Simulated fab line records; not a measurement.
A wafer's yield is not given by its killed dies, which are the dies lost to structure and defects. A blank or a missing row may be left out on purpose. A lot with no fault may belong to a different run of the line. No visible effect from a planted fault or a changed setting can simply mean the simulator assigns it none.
Problem report, 8D (eight disciplines) form, completed by code / flow n5-finfet / the parts of the form that need people (team, actions taken, sign-off) are left out

== 1. PROBLEM STATEMENT ==
At N5_BEOL_M14_ETCH_67, etch-rf-on-time-s averages 170 s over 6 wafers from 2 lots, while fault-free wafers read 239 s, standard deviation 6.3. Relative to the usual mean, that is a shift of -11 standard deviations.
The step: etches SiARC in CF4, target depth 143 nm, time 238.3 s.
First observed at day 13 16:21: wafer L411.1, on rie-diel-06. At this step, 33 wafers from 11 lots have a number in the record. By rule, "out" or "out of limits" means more than 4 standard deviations away from the usual mean. Any other wafer with a number is counted as sound.

== 2. WHAT IT IS; WHAT IT IS NOT ==
question=which readings at this step | is=etch-rf-on-time-s | is not=drypump-motor-current-A, rf-vpp-V, showerhead-plenum-p-Torr, throttle-valve-pct
question=which lots | is=L411, L414 | is not=L402, L404, L406, L408, L416, L418, L422, L423, L424
question=which wafers of those lots | is=all that have a number | is not=-
question=read on which tools | is=rie-diel-06 | is not=rie-diel-01, rie-diel-03
question=when | is=from day 13 16:21 | is not=up to then (12 sound wafers); but 15 sound wafers of L416, L418, L422, L423, L424 came after

== 3. SUSPECTS, AND WHAT RULES EACH OUT ==
Counting: any tool at a process step up to the reading is kept as a suspect provided that every lot that is out went through it and no sound lot did after the first of them.
- rie-diel-06 at N5_BEOL_M14_ETCH_67 (etches SiARC in CF4, target depth 143 nm, time 238.3 s): kept. All lots that are out passed through it, beginning with L411 at day 13 16:21, and no sound lot followed; its final sound lot before that point was L408 at day 12 17:02. Its own etch-rf-on-time-s readings are out on those wafers.
The count leaves rie-diel-06 at N5_BEOL_M14_ETCH_67.

== 4. THE CAUSE (what the simulator had put in) ==
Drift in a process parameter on rie-diel-06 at N5_BEOL_M14_ETCH_67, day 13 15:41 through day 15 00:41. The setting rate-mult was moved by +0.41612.
This tool alone remained once counting was done.

== 5. SEQUENCE OF EFFECTS, ordered by route ==
Each row: a reading where the mean over the struck wafers with a number is more than 3 standard deviations away from the usual. Readings are gone through only where the record gives a usual standard deviation; hours: the median, over the lots, of the time from a lot's start at the first step in this table giving one to that lot's start at this step; sigmas: the change measured in usual standard deviations.
hours=0; step=N5_BEOL_M14_ETCH_67; reading=etch-rf-on-time-s; usual=239 s; on struck wafers=170; change=-69; sigmas=-11
Its process steps:
- N5_BEOL_M14_ETCH_67: etches SiARC in CF4, target depth 143 nm, time 238.3 s.

== 6. WHAT WOULD HAVE CAUGHT IT SOONER ==
In this record the first reading out of limits was taken at day 13 16:21, 1 hour after the fault began at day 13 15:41.
